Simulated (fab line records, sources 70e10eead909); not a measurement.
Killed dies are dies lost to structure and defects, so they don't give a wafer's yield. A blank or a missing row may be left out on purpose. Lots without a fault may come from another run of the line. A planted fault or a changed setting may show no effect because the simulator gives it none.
Which tool did it? | flow nand_harc | 24 lots, 72 wafers sampled, at 4 steps of a route of 1159

WHAT THE GAUGES READ, wafer by wafer
NHARC_P_M2_CD_MEAS_09: target cd 170 nm.
lot  | measured     | on        | cd_nm (nm)
L074 | day 6 06:48  | cd_sem-03 | 170.2 170.4 170.3
L075 | day 6 18:12  | cd_sem-02 | 169.3 168.7 169.4
L077 | day 7 04:10  | cd_sem-01 | 169.7 169.8 168.9
L076 | day 7 04:49  | cd_sem-03 | 168.9 168.5 168.6
L078 | day 7 05:55  | cd_sem-02 | 168.6 169.4 170.0
L081 | day 7 12:17  | cd_sem-02 | 169.5 169.4 170.3
L079 | day 7 12:38  | cd_sem-02 | 170.4 168.9 169.2
L080 | day 7 17:09  | cd_sem-03 | 170.0 170.2 170.0
L082 | day 8 06:28  | cd_sem-03 | 171.1 170.3 171.5
L083 | day 8 13:16  | cd_sem-03 | 169.6 169.4 168.7
L084 | day 8 14:24  | cd_sem-03 | 168.9 170.5 169.6
L085 | day 8 21:35  | cd_sem-03 | 170.0 169.5 170.6
L088 | day 9 10:03  | cd_sem-01 | 171.1 170.5 171.0
L087 | day 9 13:05  | cd_sem-01 | 170.0 170.7 171.5
L086 | day 9 13:35  | cd_sem-01 | 168.8 168.7 169.5
L089 | day 9 21:55  | cd_sem-02 | 169.4 169.4 169.8
L090 | day 9 23:05  | cd_sem-02 | 168.8 169.8 168.7
L091 | day 10 05:43 | cd_sem-03 | 170.4 170.9 170.5
L092 | day 10 15:50 | cd_sem-02 | 170.4 170.2 170.0
L093 | day 10 20:04 | cd_sem-02 | 171.4 170.9 171.4
L094 | day 11 07:56 | cd_sem-03 | 169.2 168.8 168.4
L095 | day 11 12:28 | cd_sem-02 | 169.7 169.1 168.9
L096 | day 11 13:46 | cd_sem-01 | 169.2 170.0 169.4
L097 | day 12 01:48 | cd_sem-02 | 169.4 169.8 170.1

WHICH TOOL RAN EACH LOT (tool, then ch and the chambers of the sampled wafers, then the start)
lot  | NHARC_P_M1_DEGAS_29          | NHARC_P_M1_PVD_21                       | NHARC_P_M1_PRE_CLEAN_32
L074 | pvd_sputter-01, day 6 03:40  | pvd_sputter-01, day 6 05:31 or earlier  | pecvd-02 ch 0,1,2, day 6 05:31
L075 | pvd_sputter-01, day 6 15:18  | pvd_sputter-01, day 6 16:55 or earlier  | pecvd-04 ch 0,2, day 6 16:55
L077 | pvd_sputter-02, day 7 01:22  | pvd_sputter-02, day 7 02:59 or earlier  | pecvd-02 ch 1,2, day 7 02:59
L076 | pvd_sputter-03, day 7 01:52  | pvd_sputter-03, day 7 03:30 or earlier  | pecvd-04 ch 0,1,2, day 7 03:30
L078 | pvd_sputter-01, day 7 03:07  | pvd_sputter-01, day 7 04:46 or earlier  | pecvd-02 ch 0,1,2, day 7 04:46
L081 | pvd_sputter-03, day 7 08:47  | pvd_sputter-03, day 7 10:55 or earlier  | pecvd-03 ch 1,2, day 7 10:55
L079 | pvd_sputter-01, day 7 09:16  | pvd_sputter-01, day 7 11:14 or earlier  | pecvd-04 ch 0,1,2, day 7 11:14
L080 | pvd_sputter-02, day 7 14:00  | pvd_sputter-02, day 7 15:45 or earlier  | pecvd-04 ch 0,2, day 7 15:45
L082 | pvd_sputter-01, day 8 03:19  | pvd_sputter-01, day 8 05:08 or earlier  | pecvd-02 ch 0,1,2, day 8 05:08
L083 | pvd_sputter-01, day 8 10:16  | pvd_sputter-01, day 8 11:58 or earlier  | pecvd-02 ch 0,1,2, day 8 11:58
L084 | pvd_sputter-02, day 8 11:26  | pvd_sputter-02, day 8 13:05 or earlier  | pecvd-04 ch 0,1,2, day 8 13:05
L085 | pvd_sputter-01, day 8 18:08  | pvd_sputter-01, day 8 20:23 or earlier  | pecvd-02 ch 1,2, day 8 20:23
L088 | pvd_sputter-03, day 9 07:13  | pvd_sputter-03, day 9 08:53 or earlier  | pecvd-02 ch 1,2, day 9 08:53
L087 | pvd_sputter-01, day 9 09:50  | pvd_sputter-01, day 9 11:29 or earlier  | pecvd-02 ch 0,1,2, day 9 11:29
L086 | pvd_sputter-03, day 9 10:15  | pvd_sputter-03, day 9 12:22 or earlier  | pecvd-02 ch 0,1, day 9 12:22
L089 | pvd_sputter-03, day 9 18:57  | pvd_sputter-03, day 9 20:38 or earlier  | pecvd-04 ch 0,1,2, day 9 20:38
L090 | pvd_sputter-01, day 9 20:05  | pvd_sputter-01, day 9 21:47 or earlier  | pecvd-04 ch 0,1, day 9 21:47
L091 | pvd_sputter-01, day 10 02:52 | pvd_sputter-01, day 10 04:31 or earlier | pecvd-02 ch 1,2, day 10 04:31
L092 | pvd_sputter-02, day 10 12:55 | pvd_sputter-02, day 10 14:32 or earlier | pecvd-04 ch 0,1,2, day 10 14:32
L093 | pvd_sputter-01, day 10 16:58 | pvd_sputter-01, day 10 18:44 or earlier | pecvd-02 ch 1,2, day 10 18:44
L094 | pvd_sputter-03, day 11 04:49 | pvd_sputter-03, day 11 06:26 or earlier | pecvd-04 ch 0,1, day 11 06:26
L095 | pvd_sputter-01, day 11 09:32 | pvd_sputter-01, day 11 11:10 or earlier | pecvd-03 ch 1,2, day 11 11:10
L096 | pvd_sputter-01, day 11 10:47 | pvd_sputter-01, day 11 12:26 or earlier | pecvd-03 ch 1,2, day 11 12:26
L097 | pvd_sputter-01, day 11 22:43 | pvd_sputter-01, day 12 00:20 or earlier | pecvd-04 ch 0,1, day 12 00:20
- NHARC_P_M1_DEGAS_29: time 60 s.
- NHARC_P_M1_PVD_21: deposits Cu, target thk 30 nm, time 20.49 s.
- NHARC_P_M1_PRE_CLEAN_32: time 12 s.

WHAT THE TOOLS THEMSELVES READ (means of the sampled wafers that have a number; where no wafer has one, the mark that the record gives instead)
NHARC_P_M1_DEGAS_29.
lot  | tool           | heater_power_w (W)
L074 | pvd_sputter-01 | 278
L075 | pvd_sputter-01 | 310
L077 | pvd_sputter-02 | 334
L076 | pvd_sputter-03 | 312
L078 | pvd_sputter-01 | 290
L081 | pvd_sputter-03 | 307
L079 | pvd_sputter-01 | 311
L080 | pvd_sputter-02 | 331
L082 | pvd_sputter-01 | 303
L083 | pvd_sputter-01 | 300
L084 | pvd_sputter-02 | 367
L085 | pvd_sputter-01 | 289
L088 | pvd_sputter-03 | 309
L087 | pvd_sputter-01 | 304
L086 | pvd_sputter-03 | 325
L089 | pvd_sputter-03 | 325
L090 | pvd_sputter-01 | 309
L091 | pvd_sputter-01 | 304
L092 | pvd_sputter-02 | 323
L093 | pvd_sputter-01 | 302
L094 | pvd_sputter-03 | 331
L095 | pvd_sputter-01 | 322
L096 | pvd_sputter-01 | 280
L097 | pvd_sputter-01 | 288

NHARC_P_M1_PVD_21.
lot  | tool           | throttle_valve_pct (%)
L074 | pvd_sputter-01 | 30.1
L075 | pvd_sputter-01 | 30.2
L077 | pvd_sputter-02 | 30.0
L076 | pvd_sputter-03 | 30.1
L078 | pvd_sputter-01 | 30.8
L081 | pvd_sputter-03 | 29.8
L079 | pvd_sputter-01 | 30.7
L080 | pvd_sputter-02 | 29.6
L082 | pvd_sputter-01 | 29.9
L083 | pvd_sputter-01 | 31.4
L084 | pvd_sputter-02 | 29.9
L085 | pvd_sputter-01 | 30.6
L088 | pvd_sputter-03 | 30.0
L087 | pvd_sputter-01 | 30.7
L086 | pvd_sputter-03 | 30.2
L089 | pvd_sputter-03 | 30.5
L090 | pvd_sputter-01 | 29.6
L091 | pvd_sputter-01 | 30.7
L092 | pvd_sputter-02 | 29.1
L093 | pvd_sputter-01 | 30.7
L094 | pvd_sputter-03 | 30.2
L095 | pvd_sputter-01 | 29.8
L096 | pvd_sputter-01 | 30.7
L097 | pvd_sputter-01 | 29.7

NHARC_P_M1_PRE_CLEAN_32.
lot  | tool     | heater_power_w (W)
L074 | pecvd-02 | 586
L075 | pecvd-04 | 616
L077 | pecvd-02 | 593
L076 | pecvd-04 | 654
L078 | pecvd-02 | 616
L081 | pecvd-03 | 728
L079 | pecvd-04 | 663
L080 | pecvd-04 | 659
L082 | pecvd-02 | 599
L083 | pecvd-02 | 579
L084 | pecvd-04 | 662
L085 | pecvd-02 | 585
L088 | pecvd-02 | 598
L087 | pecvd-02 | 553
L086 | pecvd-02 | 583
L089 | pecvd-04 | 658
L090 | pecvd-04 | 715
L091 | pecvd-02 | 617
L092 | pecvd-04 | 650
L093 | pecvd-02 | 615
L094 | pecvd-04 | 690
L095 | pecvd-03 | 686
L096 | pecvd-03 | 612
L097 | pecvd-04 | 671

THE ANSWER, worked out from the rows above alone
Rule: what is usual is taken from the lots themselves. Put in order of their means at a reading, lots are off if they are a third of the lots or fewer, leave a main group of 4 or more, and stand apart from it by a gap of 3 or more times the standard deviation of the main group's means; of several such gaps the widest counts. A main group whose means are all the same, to the digits that the tables above print for the reading, isn't used. A lot without any number at a reading at which 4 lots or more have one is off too. The other lots that the step has rows for count as sound. The gauges are gone through in route order, then the tools' own readings, and for those a lot's mean is taken as printed above. The first step at which some lot is off is used, and at that step the reading that is off furthest; a lot without a number counts as furthest.
No lot is off at any reading shown: from this, nothing can be told.

WHAT THE SIMULATOR HAD PUT IN
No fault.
